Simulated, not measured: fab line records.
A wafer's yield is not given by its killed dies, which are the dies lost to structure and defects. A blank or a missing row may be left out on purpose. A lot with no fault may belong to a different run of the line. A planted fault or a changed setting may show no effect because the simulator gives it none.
Matching of chambers    flow n5 finfet    N5_BEOL_M4_DEP_57 on pecvd-01: 3 sister chambers
The step deposits SiCN from 3MS/NH3, target thk 8 nm, time 14 s. 14 wafers are shown with their chamber, then 7 later ones without.

== EACH WAFER AND ITS CHAMBER ==
wafer   chamber  showerhead plenum p Torr (Torr)  throttle valve pct (%)
L076.1  0        3.653                            8.8
L076.2  2        3.660                            9.4
L076.3  1        3.628                            9.9
L079.1  1        3.631                            10.0
L079.4  0        3.658                            9.0
L079.6  1        3.627                            10.4
L082.1  1        3.633                            9.8
L082.2  0        3.653                            8.7
L082.4  0        3.658                            8.6
L089.1  0        3.661                            8.8
L089.3  2        3.650                            8.8
L089.5  0        3.657                            9.0
L091.1  0        3.651                            8.7
L091.3  2        3.642                            8.8

SIGNATURES (averages over the wafers above)
reading                   chamber 0  chamber 1  chamber 2  scatter within a chamber
showerhead plenum p Torr  3.65586    3.62975    3.65067    0.00488
throttle valve pct        8.800      10.025     9.000      0.231
Rule: a wafer's distance from a chamber is the root of the sum, over the readings, of the square of ((its reading less the chamber's mean) divided by the reading's scatter). The wafer belongs to the nearest chamber; if the next one is less than 2 further off, it can't be placed. The scatter: the root of (the sum of the squares of (reading less its chamber's mean) over the shown wafers, divided by (wafers less chambers)).

== WAFERS WHOSE CHAMBER IS MISSING ==
wafer   showerhead plenum p Torr (Torr)  throttle valve pct (%)
L091.5  3.650                            8.8
L092.1  3.663                            8.9
L092.2  3.631                            10.2
L092.6  3.628                            9.7
L094.1  3.653                            9.1
L094.5  3.633                            10.0
L094.6  3.649                            8.9

== WHICH CHAMBER EACH WENT THROUGH ==
wafer   from the rows above      in truth
L091.5  can't be placed: 2 or 0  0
L092.1  can't be placed: 0 or 2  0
L092.2  1                        1
L092.6  1                        1
L094.1  can't be placed: 2 or 0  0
L094.5  1                        1
L094.6  can't be placed: 2 or 0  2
3 of 7 placed correctly. Cannot be placed on the basis of these rows: 4; the candidates contain the true chamber in 4. Wrongly placed: 0.
